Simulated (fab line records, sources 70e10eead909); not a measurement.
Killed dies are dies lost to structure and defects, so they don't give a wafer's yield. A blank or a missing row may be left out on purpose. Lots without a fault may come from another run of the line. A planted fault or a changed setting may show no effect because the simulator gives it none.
Which tool did it? | flow nand_harc | 11 lots, 33 wafers sampled, at 3 steps of a route of 1302

WHAT THE GAUGES READ, wafer by wafer
NHARC_A_CHANNEL_HOLE_D2_INSPECT_40.
lot  | measured     | on                | raw_defect_count
L221 | day 13 18:17 | defect_inspect-01 | 167 174 158
L220 | day 13 22:50 | defect_inspect-02 | 376 376 355
L222 | day 14 15:08 | defect_inspect-02 | 270 194 202
L223 | day 15 01:12 | defect_inspect-02 | 321 222 303
L224 | day 15 20:41 | defect_inspect-02 | 186 247 274
L228 | day 17 15:26 | defect_inspect-01 | 570 481 462
L231 | day 18 01:57 | defect_inspect-01 | 250 152 398
L229 | day 18 06:07 | defect_inspect-02 | 180 225 201
L232 | day 18 14:19 | defect_inspect-02 | 327 224 318
L234 | day 19 22:41 | defect_inspect-01 | 1210 1265 1243
L237 | day 21 10:02 | defect_inspect-01 | 1204 1296 1424

WHICH TOOL RAN EACH LOT (tool, then ch and the chambers of the sampled wafers, then the start)
lot  | NHARC_A_CHANNEL_HOLE_D2_ETCH_22  | NHARC_A_CHANNEL_HOLE_D2_ETCH_23
L221 | har_etch-01 ch 0,1, day 13 13:27 | har_etch-01 ch 0,1, day 13 14:01
L220 | har_etch-02 ch 0,1, day 13 17:59 | har_etch-02 ch 0,1, day 13 18:33
L222 | har_etch-02 ch 0,1, day 14 10:19 | har_etch-02 ch 0,1, day 14 10:53
L223 | har_etch-02 ch 0,1, day 14 20:39 | har_etch-02 ch 0,1, day 14 21:17
L224 | har_etch-02 ch 0,1, day 15 16:07 | har_etch-02 ch 0,1, day 15 16:45
L228 | har_etch-01 ch 0,1, day 17 10:35 | har_etch-01 ch 0,1, day 17 11:10
L231 | har_etch-02 ch 0,1, day 17 21:14 | har_etch-02 ch 0,1, day 17 21:49
L229 | har_etch-02 ch 0,1, day 18 01:17 | har_etch-02 ch 0,1, day 18 01:51
L232 | har_etch-01 ch 0,1, day 18 09:38 | har_etch-01 ch 0,1, day 18 10:15
L234 | har_etch-01 ch 0,1, day 19 17:52 | har_etch-01 ch 0,1, day 19 18:25
L237 | har_etch-01 ch 0,1, day 21 05:11 | har_etch-01 ch 0,1, day 21 05:45
- NHARC_A_CHANNEL_HOLE_D2_ETCH_22: etches the open film in C4F8/O2/Ar, time 666.7 s, target depth 1600 nm.
- NHARC_A_CHANNEL_HOLE_D2_ETCH_23: etches the open film in C4F8/O2/Ar, time 819 s, target depth 1600 nm.

THE ANSWER, worked out from the rows above alone
Rule: what is usual is taken from the lots themselves. Put in order of their means at a reading, lots are off if they are a third of the lots or fewer, leave a main group of 4 or more, and stand apart from it by a gap of 3 or more times the standard deviation of the main group's means; of several such gaps the widest counts. A main group whose means are all the same, to the digits that the tables above print for the reading, isn't used. A lot without any number at a reading at which 4 lots or more have one is off too. The other lots that the step has rows for count as sound.
Off: L234, L237, at NHARC_A_CHANNEL_HOLE_D2_INSPECT_40 (raw_defect_count). The main group: mean 282, standard deviation 96.
A tool fits if, at a process step before that reading, it ran every lot that is off, and no sound lot after the first of them. The gauges at NHARC_A_CHANNEL_HOLE_D2_INSPECT_40 are tried like those tools. Can't be told from this: 2 tools fit, har_etch-01 at NHARC_A_CHANNEL_HOLE_D2_ETCH_22 and NHARC_A_CHANNEL_HOLE_D2_ETCH_23, defect_inspect-01 at NHARC_A_CHANNEL_HOLE_D2_INSPECT_40.

WHAT THE SIMULATOR HAD PUT IN
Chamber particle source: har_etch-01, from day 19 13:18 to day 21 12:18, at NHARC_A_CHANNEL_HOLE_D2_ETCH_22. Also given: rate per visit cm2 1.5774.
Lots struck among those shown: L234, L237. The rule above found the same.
